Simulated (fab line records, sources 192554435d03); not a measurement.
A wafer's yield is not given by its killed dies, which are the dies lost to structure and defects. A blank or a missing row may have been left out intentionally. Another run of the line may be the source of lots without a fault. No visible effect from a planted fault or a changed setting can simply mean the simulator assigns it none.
Split-lot study / flow n5-finfet / route with 1938 steps; 7 lots, 21 wafers read

SPLIT DETAILS
At N5_FIN_SAQP_PEB_14 (peb time 60 s), the setting peb-time-s was moved away from the recipe's 60 s on 8 of the 21 wafers read, by -21.1% to +17.7%. For the rest of the wafers, this setting stayed at what the recipe calls for.

BETWEEN THE SPLIT AND THE READING: the file shows 1 step in between
- N5_FIN_SAQP_DEVELOP_15: develop time 30 s (also split here: develop-time-s)

THE READING
At N5_FIN_SAQP_CD_MEAS_16: cd-nm in nanometres, against a target cd of 35.6 nm. On this fab line, fault-free wafers typically give 35.7 nm with a standard deviation of 0.34 nm.

wafer=L075.1; tool, chamber at the split=litho-track-03, 0; peb-time-s as run, s=70.59; against the recipe=+17.7%; cd-nm, nm=34.1; against lot-mates on the recipe=-2.2
wafer=L075.2; tool, chamber at the split=litho-track-03, 0; peb-time-s as run, s=60; against the recipe=recipe; cd-nm, nm=36.3; against lot-mates on the recipe=-
wafer=L075.5; tool, chamber at the split=litho-track-03, 0; peb-time-s as run, s=70.59; against the recipe=+17.7%; cd-nm, nm=33.4; against lot-mates on the recipe=-2.9
wafer=L081.1; tool, chamber at the split=litho-track-01, 0; peb-time-s as run, s=51.07; against the recipe=-14.9%; cd-nm, nm=38.0; against lot-mates on the recipe=+3.3
wafer=L081.2; tool, chamber at the split=litho-track-01, 0; peb-time-s as run, s=51.07; against the recipe=-14.9%; cd-nm, nm=37.4; against lot-mates on the recipe=+2.7
wafer=L081.5; tool, chamber at the split=litho-track-01, 0; peb-time-s as run, s=60; against the recipe=recipe; cd-nm, nm=34.7; against lot-mates on the recipe=-
wafer=L084.1; tool, chamber at the split=litho-track-01, 0; peb-time-s as run, s=60; against the recipe=recipe; cd-nm, nm=35.9; against lot-mates on the recipe=-
wafer=L084.3; tool, chamber at the split=litho-track-01, 0; peb-time-s as run, s=60; against the recipe=recipe; cd-nm, nm=35.6; against lot-mates on the recipe=-
wafer=L084.6; tool, chamber at the split=litho-track-01, 0; peb-time-s as run, s=60; against the recipe=recipe; cd-nm, nm=35.6; against lot-mates on the recipe=-
wafer=L089.3; tool, chamber at the split=litho-track-01, 0; peb-time-s as run, s=60; against the recipe=recipe; cd-nm, nm=35.9; against lot-mates on the recipe=-
wafer=L089.5; tool, chamber at the split=litho-track-01, 0; peb-time-s as run, s=60; against the recipe=recipe; cd-nm, nm=35.8; against lot-mates on the recipe=-
wafer=L089.6; tool, chamber at the split=litho-track-01, 0; peb-time-s as run, s=65.39; against the recipe=+9.0%; cd-nm, nm=33.5; against lot-mates on the recipe=-2.3
wafer=L092.3; tool, chamber at the split=litho-track-04, 0; peb-time-s as run, s=60; against the recipe=recipe; cd-nm, nm=36.1; against lot-mates on the recipe=-
wafer=L092.4; tool, chamber at the split=litho-track-04, 0; peb-time-s as run, s=60; against the recipe=recipe; cd-nm, nm=35.3; against lot-mates on the recipe=-
wafer=L092.5; tool, chamber at the split=litho-track-04, 0; peb-time-s as run, s=60; against the recipe=recipe; cd-nm, nm=36.3; against lot-mates on the recipe=-
wafer=L094.1; tool, chamber at the split=litho-track-03, 0; peb-time-s as run, s=47.32; against the recipe=-21.1%; cd-nm, nm=39.8; against lot-mates on the recipe=no lot-mate on the recipe
wafer=L094.3; tool, chamber at the split=litho-track-03, 0; peb-time-s as run, s=47.32; against the recipe=-21.1%; cd-nm, nm=38.9; against lot-mates on the recipe=no lot-mate on the recipe
wafer=L094.6; tool, chamber at the split=litho-track-03, 0; peb-time-s as run, s=47.32; against the recipe=-21.1%; cd-nm, nm=39.5; against lot-mates on the recipe=no lot-mate on the recipe
wafer=L096.1; tool, chamber at the split=litho-track-01, 0; peb-time-s as run, s=60; against the recipe=recipe; cd-nm, nm=35.7; against lot-mates on the recipe=-
wafer=L096.3; tool, chamber at the split=litho-track-01, 0; peb-time-s as run, s=60; against the recipe=recipe; cd-nm, nm=35.7; against lot-mates on the recipe=-
wafer=L096.6; tool, chamber at the split=litho-track-01, 0; peb-time-s as run, s=60; against the recipe=recipe; cd-nm, nm=35.5; against lot-mates on the recipe=-

FIT RESULTS
A straight line over all 21 wafers: cd-nm changes by -0.152 nm for each +1% of peb-time-s; r = -0.95; the points scatter about the line by 0.54 nm.
The same after taking each lot's own level away (the mean of its wafers on the recipe; 18 wafers): -0.176 nm for each +1%; r = -0.97; scatter 0.4 nm.
Per that fit: largest peb-time-s move, reading shift of 3.7 nm.
Across the lots, their own levels run from 34.70 to 36.30 nm, a range of 4.7 times the standard deviation given above.
In other words, the slope is changed by the lot-to-lot level; the two fits disagree.
Check: -3.41 nm against its lot-mates is what the line predicts for one of the wafers moved furthest among these (+17.7%) when that wafer is left out of the fit. Against them it came out at -2.2 nm.

FURTHER SPLITS ON THESE WAFERS
These wafers also went through other splits before the reading. Each is held against what the fit with the lots' levels taken away leaves over:
other split on the same wafers=N5_FIN_SAQP_DEVELOP_15 develop-time-s; wafers away from the commonest value=5; r with cd-nm (lot level and that fit taken away)=-0.25

THE FILE'S OWN FIT
cd-nm changes by -0.179 nm for each +1% of peb-time-s, r = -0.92.
